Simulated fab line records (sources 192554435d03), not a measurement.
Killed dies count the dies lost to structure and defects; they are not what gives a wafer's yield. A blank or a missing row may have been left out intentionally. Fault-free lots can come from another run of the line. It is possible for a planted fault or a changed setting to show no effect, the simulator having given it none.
Chamber matching | flow n5Finfet | 4 sister chambers for N5_GATE_CUT_CMP_02 on cmp-03
The step polishes, stops on SiO2, t overpolish 12.7 s, target thk 0 nm. 4 wafers are shown with their chamber, then 10 later ones without.

== WAFERS, EACH WITH ITS CHAMBER ==
wafer  | chamber | motorCurrentA (A)
L088.1 | 1       | 8.1
L088.3 | 3       | 9.6
L089.4 | 2       | 8.4
L089.5 | 0       | 8.6

== WAFERS WHOSE CHAMBER IS MISSING ==
wafer  | motorCurrentA (A)
L089.6 | 8.1
L090.1 | 7.8
L090.2 | 7.6
L090.3 | 9.7
L094.2 | 9.9
L094.3 | 8.4
L094.6 | 8.2
L097.2 | 8.1
L097.3 | 8.4
L097.5 | 9.3

== THE CHAMBER EACH PASSED THROUGH ==
wafer  | from the rows above          | in truth
L089.6 | can't be placed: 1 or 2      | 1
L090.1 | can't be placed: 1 or 2      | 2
L090.2 | can't be placed: 1 or 2      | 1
L090.3 | 3                            | 3
L094.2 | 3                            | 3
L094.3 | can't be placed: 2 or 0 or 1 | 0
L094.6 | can't be placed: 1 or 2 or 0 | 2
L097.2 | can't be placed: 1 or 2      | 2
L097.3 | can't be placed: 2 or 0 or 1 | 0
L097.5 | can't be placed: 3 or 0      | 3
Correctly placed: 2 of 10. From these rows, 8 cannot be placed; in 8 the true chamber is one of the candidates. Placed wrongly: 0.
How it was worked out, from the rows above alone: a wafer's distance from a chamber is the root of the sum, over the readings, of the square of ((its reading less the chamber's mean) divided by the reading's scatter). The wafer belongs to the nearest chamber; if the next one is less than 2 further off, it can't be placed. For every chamber, the mean is computed from those of its wafers that are shown. The scatter (one wafer shown for each chamber): square how far every hidden wafer sits from the nearest shown wafer, average those squares and take the square root.
